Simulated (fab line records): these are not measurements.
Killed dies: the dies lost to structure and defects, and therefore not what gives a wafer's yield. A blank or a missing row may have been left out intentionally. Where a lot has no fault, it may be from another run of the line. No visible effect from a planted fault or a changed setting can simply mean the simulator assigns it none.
Matching of chambers || flow n5 finfet || N5_BEOL_M0_SAQP_SPACER1_ALD_98 on ald sin-04: 4 sister chambers
The step deposits SiO2, target thk 12.8 nm, pulse time 1 s, purge time 2 s. 4 wafers are shown with their chamber, then 7 later ones without.

## WAFERS, EACH WITH ITS CHAMBER
{"wafer": "L082.5", "chamber": 1, "heater power w (W)": 387}
{"wafer": "L090.5", "chamber": 2, "heater power w (W)": 470}
{"wafer": "L093.2", "chamber": 3, "heater power w (W)": 378}
{"wafer": "L093.3", "chamber": 0, "heater power w (W)": 538}

## WAFERS WITHOUT THEIR CHAMBER
{"wafer": "L093.4", "heater power w (W)": 388}
{"wafer": "L097.1", "heater power w (W)": 493}
{"wafer": "L097.3", "heater power w (W)": 544}
{"wafer": "L097.5", "heater power w (W)": 493}
{"wafer": "L096.1", "heater power w (W)": 490}
{"wafer": "L096.5", "heater power w (W)": 386}
{"wafer": "L096.6", "heater power w (W)": 541}

## CHAMBER TAKEN BY EACH
{"wafer": "L093.4", "from the rows above": "can't be placed: 1 or 3", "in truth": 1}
{"wafer": "L097.1", "from the rows above": "can't be placed: 2 or 0", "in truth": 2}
{"wafer": "L097.3", "from the rows above": 0, "in truth": 0}
{"wafer": "L097.5", "from the rows above": "can't be placed: 2 or 0", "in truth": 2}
{"wafer": "L096.1", "from the rows above": "can't be placed: 2 or 0", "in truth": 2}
{"wafer": "L096.5", "from the rows above": "can't be placed: 1 or 3", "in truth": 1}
{"wafer": "L096.6", "from the rows above": 0, "in truth": 0}
2 of 7 placed correctly. Cannot be placed on the basis of these rows: 5; the candidates contain the true chamber in 5. Number placed wrongly: 0.
How it was worked out, from the rows above alone: a wafer's distance from a chamber is the root of the sum, over the readings, of the square of ((its reading less the chamber's mean) divided by the reading's scatter). The wafer belongs to the nearest chamber; if the next one is less than 2 further off, it can't be placed. Each chamber's mean is taken over the wafers shown for it. The scatter (one wafer shown for each chamber): square how far every hidden wafer sits from the nearest shown wafer, average those squares and take the square root.
